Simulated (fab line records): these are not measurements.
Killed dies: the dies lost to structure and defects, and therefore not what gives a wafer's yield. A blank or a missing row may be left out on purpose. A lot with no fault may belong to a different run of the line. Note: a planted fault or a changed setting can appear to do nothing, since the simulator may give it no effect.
Chamber matching | flow n5 finfet | N5_MOL_CONTACT_COAG_ETCH_66 on rie diel-01: 4 sister chambers
The step etches SiARC in CF4, target depth 13 nm, time 21.7 s. 16 wafers are shown with their chamber, then 8 later ones without.

== WAFERS WITH THEIR CHAMBER ==
wafer  | chamber | drypump motor current A (A) | showerhead plenum p Torr (Torr) | oes product au (a.u.)
L075.2 | 1       | 5.1                         | 2.21                            | 0.62
L075.4 | 2       | 4.8                         | 2.06                            | 0.63
L075.5 | 1       | 5.1                         | 2.21                            | 0.61
L082.1 | 0       | 5.8                         | 2.14                            | 0.64
L082.2 | 2       | 4.8                         | 2.05                            | 0.62
L082.6 | 3       | 6.2                         | 2.28                            | 0.74
L085.2 | 2       | 4.8                         | 2.05                            | 0.61
L085.3 | 3       | 6.2                         | 2.28                            | 0.74
L085.6 | 2       | 4.8                         | 2.05                            | 0.61
L086.2 | 1       | 5.0                         | 2.20                            | 0.61
L086.3 | 3       | 6.2                         | 2.28                            | 0.72
L086.4 | 0       | 5.8                         | 2.14                            | 0.64
L088.1 | 2       | 4.8                         | 2.05                            | 0.61
L088.2 | 1       | 5.1                         | 2.20                            | 0.61
L088.5 | 2       | 4.8                         | 2.05                            | 0.60
L093.2 | 0       | 5.8                         | 2.13                            | 0.63

SIGNATURES, as means of the wafers listed above
reading                  | chamber 0 | chamber 1 | chamber 2 | chamber 3 | scatter within a chamber
drypump motor current A  | 5.800     | 5.075     | 4.800     | 6.200     | 0.025
showerhead plenum p Torr | 2.1367    | 2.2050    | 2.0517    | 2.2800    | 0.00456
oes product au           | 0.6367    | 0.6125    | 0.6133    | 0.7333    | 0.00886
Rule: a wafer's distance from a chamber is the root of the sum, over the readings, of the square of ((its reading less the chamber's mean) divided by the reading's scatter). The wafer belongs to the nearest chamber; if the next one is less than 2 further off, it can't be placed. The scatter is the square root of a quotient: the sum, over the shown wafers, of each reading's squared deviation from its chamber's mean, divided by wafers minus chambers.

== WAFERS WITH NO CHAMBER GIVEN ==
wafer  | drypump motor current A (A) | showerhead plenum p Torr (Torr) | oes product au (a.u.)
L093.4 | 5.8                         | 2.13                            | 0.63
L093.6 | 4.8                         | 2.05                            | 0.61
L096.1 | 4.8                         | 2.04                            | 0.60
L096.2 | 6.2                         | 2.27                            | 0.72
L096.3 | 5.8                         | 2.13                            | 0.63
L097.1 | 4.8                         | 2.04                            | 0.60
L097.4 | 5.8                         | 2.13                            | 0.62
L097.5 | 6.2                         | 2.27                            | 0.71

== WHICH CHAMBER EACH WENT THROUGH ==
wafer  | from the rows above | in truth
L093.4 | 0                   | 0
L093.6 | 2                   | 2
L096.1 | 2                   | 2
L096.2 | 3                   | 3
L096.3 | 0                   | 0
L097.1 | 2                   | 2
L097.4 | 0                   | 0
L097.5 | 3                   | 3
Correct placement for 8 of the 8. Left unplaced by these rows: 0. Placed wrongly: 0.
